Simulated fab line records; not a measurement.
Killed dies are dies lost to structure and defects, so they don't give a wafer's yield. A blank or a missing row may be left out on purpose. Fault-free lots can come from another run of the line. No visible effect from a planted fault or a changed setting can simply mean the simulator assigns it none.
Chamber matching :: flow nandHarc :: 4 sister chambers for NHARC_A_CHANNEL_FILL_D2_ETCHBACK_19 on rieSi-02
The step etches the open film in HBr/Cl2, target depth 5 nm, time 1.7 s. 8 wafers are shown with their chamber, then 9 later ones without.

== EACH WAFER AND ITS CHAMBER ==
wafer: L082.1
chamber: 2
drypumpMotorCurrentA (A): 4.9
oesProductAu (a.u.): 0.996

wafer: L082.5
chamber: 2
drypumpMotorCurrentA (A): 4.9
oesProductAu (a.u.): 0.992

wafer: L083.2
chamber: 0
drypumpMotorCurrentA (A): 5.2
oesProductAu (a.u.): 0.998

wafer: L083.3
chamber: 1
drypumpMotorCurrentA (A): 6.7
oesProductAu (a.u.): 0.995

wafer: L089.4
chamber: 0
drypumpMotorCurrentA (A): 5.3
oesProductAu (a.u.): 1.007

wafer: L090.2
chamber: 1
drypumpMotorCurrentA (A): 6.7
oesProductAu (a.u.): 1.010

wafer: L090.3
chamber: 3
drypumpMotorCurrentA (A): 5.8
oesProductAu (a.u.): 1.002

wafer: L090.6
chamber: 3
drypumpMotorCurrentA (A): 5.8
oesProductAu (a.u.): 1.010

== WAFERS WHOSE CHAMBER IS MISSING ==
wafer: L091.1
drypumpMotorCurrentA (A): 6.6
oesProductAu (a.u.): 0.996

wafer: L091.4
drypumpMotorCurrentA (A): 5.2
oesProductAu (a.u.): 0.996

wafer: L091.5
drypumpMotorCurrentA (A): 5.2
oesProductAu (a.u.): 1.002

wafer: L095.1
drypumpMotorCurrentA (A): 5.8
oesProductAu (a.u.): 1.002

wafer: L095.4
drypumpMotorCurrentA (A): 4.9
oesProductAu (a.u.): 1.012

wafer: L095.6
drypumpMotorCurrentA (A): 4.9
oesProductAu (a.u.): 1.009

wafer: L096.1
drypumpMotorCurrentA (A): 6.6
oesProductAu (a.u.): 1.014

wafer: L096.5
drypumpMotorCurrentA (A): 5.8
oesProductAu (a.u.): 0.999

wafer: L096.6
drypumpMotorCurrentA (A): 4.9
oesProductAu (a.u.): 0.998

== CHAMBER TAKEN BY EACH ==
wafer: L091.1
from the rows above: 1
in truth: 1

wafer: L091.4
from the rows above: 0
in truth: 0

wafer: L091.5
from the rows above: 0
in truth: 0

wafer: L095.1
from the rows above: 3
in truth: 3

wafer: L095.4
from the rows above: 2
in truth: 2

wafer: L095.6
from the rows above: 2
in truth: 2

wafer: L096.1
from the rows above: 1
in truth: 1

wafer: L096.5
from the rows above: 3
in truth: 3

wafer: L096.6
from the rows above: 2
in truth: 2
9 of 9 placed correctly. Not placeable from these rows: 0. 0 placed wrongly.
How it was worked out, from the rows above alone: a wafer's distance from a chamber is the root of the sum, over the readings, of the square of ((its reading less the chamber's mean) divided by the reading's scatter). If the next closest chamber is less than 2 further off than the closest, the wafer can't be placed; otherwise it belongs to the closest. For every chamber, the mean is computed from those of its wafers that are shown. The scatter: take each reading less its chamber's mean, square it, sum over the shown wafers, divide by the number of wafers less the number of chambers, and take the root.
